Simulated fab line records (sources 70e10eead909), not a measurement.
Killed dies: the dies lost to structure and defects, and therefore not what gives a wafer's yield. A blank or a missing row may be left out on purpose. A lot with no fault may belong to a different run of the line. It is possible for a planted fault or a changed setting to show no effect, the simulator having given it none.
Chamber matching    flow nand harc    rie si-04 running NHARC_P_ZERO_WELL_ETCH_63: 4 sister chambers
The step etches the open film in HBr/Cl2, target depth 120 nm, time 40.1 s. 4 wafers are shown with their chamber, then 12 later ones without.

WAFERS, EACH WITH ITS CHAMBER
wafer   chamber  drypump motor current A (A)
L084.4  1        6.1
L087.2  0        6.6
L087.3  2        5.9
L087.4  3        5.9

WAFERS WHOSE CHAMBER IS MISSING
wafer   drypump motor current A (A)
L088.3  5.8
L088.4  5.9
L088.6  6.6
L091.1  6.1
L091.3  6.6
L091.4  5.9
L092.2  6.6
L092.4  5.9
L092.6  6.6
L097.1  6.6
L097.2  6.0
L097.6  6.1

WHICH CHAMBER EACH ONE RAN IN
wafer   from the rows above           in truth
L088.3  can't be placed: 2 or 3       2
L088.4  can't be placed: 2 or 3       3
L088.6  0                             0
L091.1  1                             1
L091.3  0                             0
L091.4  can't be placed: 2 or 3       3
L092.2  0                             0
L092.4  can't be placed: 2 or 3       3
L092.6  0                             0
L097.1  0                             0
L097.2  can't be placed: 1 or 2 or 3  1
L097.6  1                             1
Correctly placed: 7 of 12. Cannot be placed on the basis of these rows: 5; the candidates contain the true chamber in 5. Number placed wrongly: 0.
How it was worked out, from the rows above alone: a wafer's distance from a chamber is the root of the sum, over the readings, of the square of ((its reading less the chamber's mean) divided by the reading's scatter). The wafer belongs to the nearest chamber; if the next one is less than 2 further off, it can't be placed. For every chamber, the mean is computed from those of its wafers that are shown. The scatter (one wafer shown for each chamber): square how far every hidden wafer sits from the nearest shown wafer, average those squares and take the square root.
